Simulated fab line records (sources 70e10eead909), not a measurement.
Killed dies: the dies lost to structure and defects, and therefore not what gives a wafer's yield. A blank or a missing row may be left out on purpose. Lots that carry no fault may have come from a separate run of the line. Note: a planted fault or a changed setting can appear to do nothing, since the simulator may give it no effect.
Matching of chambers ; flow nand-harc ; rie-diel-02 running NHARC_P_STI_ETCH_42: 4 sister chambers
The step etches the open film in N2/H2, target depth 80 nm, overetch 24 nm, time 61 s. 4 wafers are shown with their chamber, then 7 later ones without.

WAFERS PAIRED WITH THEIR CHAMBERS
wafer;chamber;rf-vpp-V (V)
L600.1;2;431.9
L601.2;1;428.1
L605.3;3;431.9
L605.4;0;431.6

WAFERS WHOSE CHAMBER IS MISSING
wafer;rf-vpp-V (V)
L605.6;431.8
L608.3;432.5
L608.4;431.8
L608.6;432.7
L607.2;431.1
L607.3;428.7
L607.6;428.6

EACH ONE'S CHAMBER
wafer;from the rows above;in truth
L605.6;can't be placed: 2 or 3 or 0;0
L608.3;can't be placed: 2 or 3 or 0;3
L608.4;can't be placed: 2 or 3 or 0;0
L608.6;can't be placed: 2 or 3 or 0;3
L607.2;can't be placed: 0 or 2 or 3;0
L607.3;1;1
L607.6;1;1
Correctly placed: 2 of 7. From these rows, 5 cannot be placed; in 5 the true chamber is one of the candidates. Number placed wrongly: 0.
How it was worked out, from the rows above alone: a wafer's distance from a chamber is the root of the sum, over the readings, of the square of ((its reading less the chamber's mean) divided by the reading's scatter). The wafer belongs to the nearest chamber; if the next one is less than 2 further off, it can't be placed. A chamber's mean is the mean of its shown wafers. The scatter: root of mean squared gap, hidden wafer to nearest shown wafer, with one shown wafer a chamber.
